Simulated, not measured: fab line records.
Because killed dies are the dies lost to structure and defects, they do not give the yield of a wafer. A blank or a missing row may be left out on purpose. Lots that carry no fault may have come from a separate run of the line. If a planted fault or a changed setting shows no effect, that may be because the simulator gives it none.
A struck lot beside a sound one    flow nand-harc    24 steps out of a route of 1159
Sound: these wafers, L288.1, L288.4, L288.5. Struck: wafers L297.1, L297.2, L297.4. The cause is named last.
Each step with rows lists, per side, the tool, then ch with its chambers, then its first start. Under that, the readings that differ: sound wafers    struck wafers    difference of the means    sigmas: that difference in standard deviations of wafers without a fault.
alike: readings with means less than 2 such deviations apart, plus words and numbers identical on both sides. not compared: withheld readings, readings lacking a value on some wafer, bounds such as >300 that could conceal the same value, and numbers that have no deviation in the record and whose values overlap.
Wherever a step has rows on one side only, a row that says differs or no value, or a row with sigmas, the two part there. Non-overlapping numbers with no deviation appear without sigmas and do not part them. A reading missing from all wafers of one side parts the sides only when that side holds two or more wafers.

first, 1 step without rows for these wafers: NHARC_P_M0_SRD_25.
NHARC_P_M0_INSPECT_27:
  struck on defect-inspect-02, day 8 20:42; sound on defect-inspect-02, day 6 01:22
  alike: raw-defect-count
NHARC_P_M0_PRE_CLEAN_31: time 12 s.
  sound on pecvd-04 ch 1,2, day 6 02:14; struck on pecvd-02 ch 1,2, day 8 20:47
  alike: heater-power-w
NHARC_P_M0_DEP_32: deposits SiCN, target thk 30 nm.
  sound on pecvd-04 ch 1,2, day 6 02:19; struck on pecvd-02 ch 1,2, day 8 20:53
  alike: heater-power-w
then, 7 steps without rows for these wafers: NHARC_P_M1_DEP_00 (deposits SiOC, target thk 182.5 nm); NHARC_P_M1_DEHYDRATE_01 (time 120 s); NHARC_P_M1_HMDS_02 (time 30 s); NHARC_P_M1_COAT_34 (time 65 s); NHARC_P_M1_COAT_03 (resist thk 90 nm); NHARC_P_M1_SOFTBAKE_04 (time 55 s); NHARC_P_M1_EBR_05.
NHARC_P_M1_EXPOSE_06: exposes mask P M1, target cd 130 nm.
  sound on arfi-scanner-02 ch 0, day 6 03:24; struck on arfi-scanner-02 ch 0, day 8 21:57
reading               sound              struck             difference  sigmas
exposure-dose-mJ-cm2  81.92 81.98 81.89  43.13 43.05 43.13  -38.83      -99 or more
  alike: mask
then, 2 steps without rows for these wafers: NHARC_P_M1_PEB_07 (peb time 65 s); NHARC_P_M1_DEVELOP_08 (develop time 35 s).
NHARC_P_M1_CD_MEAS_09: target cd 130 nm.
  sound on cd-sem-03 ch 0, day 6 03:32; struck on cd-sem-01 ch 0, day 8 22:05
reading     sound              struck          difference  sigmas
cd-nm (nm)  130.3 130.2 129.9  92.0 92.3 92.2  -38.0       -46
NHARC_P_M1_OVL_MEAS_10: pitch 260 nm.
  struck on overlay-01, day 8 22:11; sound on overlay-02, day 6 03:38
  alike: overlay-x-nm, overlay-y-nm
NHARC_P_M1_INSPECT_11:
  struck on defect-inspect-01, day 8 22:13; sound on defect-inspect-02, day 6 03:41
  alike: raw-defect-count
NHARC_P_M1_DESCUM_14: chemistry O2, time 3 s.
  sound on rie-diel-05 ch 1,2,3, day 6 03:45; struck on rie-diel-07 ch 0,2,3, day 8 22:16
reading                sound              struck             difference  sigmas
model.P_M1.cd-nm (nm)  128.6 130.5 130.4  91.92 92.44 91.28  -37.95      
  alike: drypump-motor-current-A, oes-product-au, rf-vpp-V, showerhead-plenum-p-Torr, throttle-valve-pct
  not compared: rf-hours-counter-h
NHARC_P_M1_ETCH_35: etches the open film in N2/H2, target depth 40 nm, overetch 12 nm, time 43.94 s.
  sound on rie-diel-05 ch 2,3, day 6 03:49; struck on rie-diel-07 ch 0,2,3, day 8 22:22
  alike: drypump-motor-current-A, h2-flow-sccm, oes-product-au, rf-vpp-V, showerhead-plenum-p-Torr, throttle-valve-pct
  not compared: rf-hours-counter-h
NHARC_P_M1_ETCH_15: etches the open film in C4F8/Ar, target depth 182.5 nm, time 91.2 s.
  sound on rie-diel-05 ch 1,3; struck on rie-diel-07 ch 1,2,3
  alike: oes-product-au, rf-vpp-V
  not compared: rf-hours-counter-h
NHARC_P_M1_CD_MEAS_16:
  struck on cd-sem-02, day 8 22:35; sound on cd-sem-01, day 6 04:02
reading     sound              struck          difference  sigmas
cd-nm (nm)  129.2 130.8 130.1  91.8 92.6 91.6  -38.0       -38
NHARC_P_M1_STRIP_18: strips in N2/H2.
  sound on rie-diel-05 ch 0,3, day 6 04:09; struck on rie-diel-07 ch 1,2,3, day 8 22:39
  alike: drypump-motor-current-A, h2-flow-sccm, oes-product-au, rf-vpp-V, showerhead-plenum-p-Torr, throttle-valve-pct
  not compared: rf-hours-counter-h
NHARC_P_M1_ETCH_28: etches the open film in CF4/N2, target depth 30 nm, time 72.99 s.
  sound on rie-diel-05 ch 0,1,3; struck on rie-diel-07 ch 0,1,2
reading                sound              struck            difference  sigmas
model.P_M1.cd-nm (nm)  129.9 130.3 130.7  91.17 90.8 91.41  -39.17      
  alike: drypump-motor-current-A, oes-product-au, rf-vpp-V, showerhead-plenum-p-Torr, throttle-valve-pct
  not compared: rf-hours-counter-h
then, 1 step without rows for these wafers: NHARC_P_M1_STRIP_19 (strips in post etch residue remover, time 600 s).

== WHERE THEY PART ==
At NHARC_P_M1_EXPOSE_06 first; at NHARC_P_M1_CD_MEAS_16 last (within this record only). Later steps at which nothing parts them and some readings are alike: NHARC_P_M1_STRIP_18, NHARC_P_M1_ETCH_28.

WHY: the cause the simulator had injected
Process parameter drift: arfi-scanner-02, from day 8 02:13 on, at NHARC_P_M1_EXPOSE_06. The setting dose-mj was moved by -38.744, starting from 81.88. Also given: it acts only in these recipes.
